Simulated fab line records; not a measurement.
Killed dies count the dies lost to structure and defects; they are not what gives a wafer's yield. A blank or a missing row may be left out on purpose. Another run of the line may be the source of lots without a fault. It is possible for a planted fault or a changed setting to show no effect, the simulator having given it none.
What tool caused it? | flow n5_finfet | 30 wafers from 10 lots sampled at 4 of the route's 1938 steps

WHAT THE GAUGES SHOWED, per wafer
N5_BEOL_M5_INSPECT_58: inspects for defects (darkfield).
lot  | measured     | on                | raw_defect_count
L110 | day 9 11:40  | defect_inspect-02 | 76 94 78
L112 | day 9 20:53  | defect_inspect-02 | 60 26 35
L113 | day 10 21:03 | defect_inspect-01 | 107 66 100
L115 | day 11 14:54 | defect_inspect-02 | 51 61 50
L117 | day 11 19:37 | defect_inspect-02 | 80 75 101
L120 | day 13 13:29 | defect_inspect-01 | 41 45 53
L125 | day 14 07:32 | defect_inspect-01 | 728 780 794
L126 | day 14 09:31 | defect_inspect-01 | 773 789 734
L131 | day 15 06:35 | defect_inspect-02 | 35 32 55
L129 | day 15 09:57 | defect_inspect-02 | 87 54 70

WHAT TOOL EACH LOT RAN ON (gives the tool, then ch and the chambers of the sampled wafers, and finally the start)
lot  | N5_BEOL_M5_SPUTTER_83        | N5_BEOL_M5_ANNEAL_84         | N5_BEOL_M5_PRE_CLEAN_77
L110 | pvd_sputter-03, day 9 08:19  | pvd_sputter-03, day 9 08:24  | cvd_co-01 ch 0,2, day 9 11:22
L112 | pvd_sputter-02, day 9 17:34  | pvd_sputter-02, day 9 17:38  | cvd_co-02 ch 0,1,2, day 9 20:34
L113 | pvd_sputter-03, day 10 17:47 | pvd_sputter-03, day 10 17:52 | cvd_co-01 ch 0,1,2, day 10 20:48
L115 | pvd_sputter-02, day 11 09:02 | pvd_sputter-02, day 11 09:07 | cvd_co-01 ch 0,1,2, day 11 14:39
L117 | pvd_sputter-03, day 11 16:22 | pvd_sputter-03, day 11 16:27 | cvd_co-01 ch 0,1, day 11 19:23
L120 | pvd_sputter-03, day 13 09:53 | pvd_sputter-03, day 13 09:58 | cvd_co-01 ch 0,1, day 13 12:59
L125 | pvd_sputter-01, day 14 03:32 | pvd_sputter-01, day 14 03:37 | cvd_co-01 ch 1,2, day 14 07:17
L126 | pvd_sputter-02, day 14 05:57 | pvd_sputter-02, day 14 06:02 | cvd_co-01 ch 0,1,2, day 14 09:17
L131 | pvd_sputter-01, day 15 03:10 | pvd_sputter-01, day 15 03:15 | cvd_co-02 ch 0,2, day 15 06:17
L129 | pvd_sputter-03, day 15 06:35 | pvd_sputter-03, day 15 06:40 | cvd_co-02 ch 0,2, day 15 09:37
- N5_BEOL_M5_SPUTTER_83: material Cu, target thk 15 nm, time 27.62 s.
- N5_BEOL_M5_ANNEAL_84: time 1800 s.
- N5_BEOL_M5_PRE_CLEAN_77: time 15 s.

THE ANSWER, worked out from the rows above alone
Rule: the usual values come from the lots themselves. Put in order of their means at a reading, lots are off if they are a third of the lots or fewer, leave a main group of 4 or more, and stand apart from it by a gap of 3 or more times the standard deviation of the main group's means; of several such gaps the widest counts. If all means in a main group match to the digits the tables above print for the reading, that group is not used. A lot without any number at a reading at which 4 lots or more have one is off too. All remaining lots with rows at the step are treated as sound.
Off, at N5_BEOL_M5_INSPECT_58 on raw_defect_count: L125, L126. The main group has a mean of 64 with a standard deviation of 20.
A tool fits if, at a process step before that reading, it ran every lot that is off, and no sound lot after the first of them. Those tools and the gauges at N5_BEOL_M5_INSPECT_58 are tried in the same way. Undecided on this evidence; 2 tools fit (cvd_co-01 at N5_BEOL_M5_PRE_CLEAN_77, defect_inspect-01 at N5_BEOL_M5_INSPECT_58).

WHAT WAS PUT IN BY THE SIMULATOR
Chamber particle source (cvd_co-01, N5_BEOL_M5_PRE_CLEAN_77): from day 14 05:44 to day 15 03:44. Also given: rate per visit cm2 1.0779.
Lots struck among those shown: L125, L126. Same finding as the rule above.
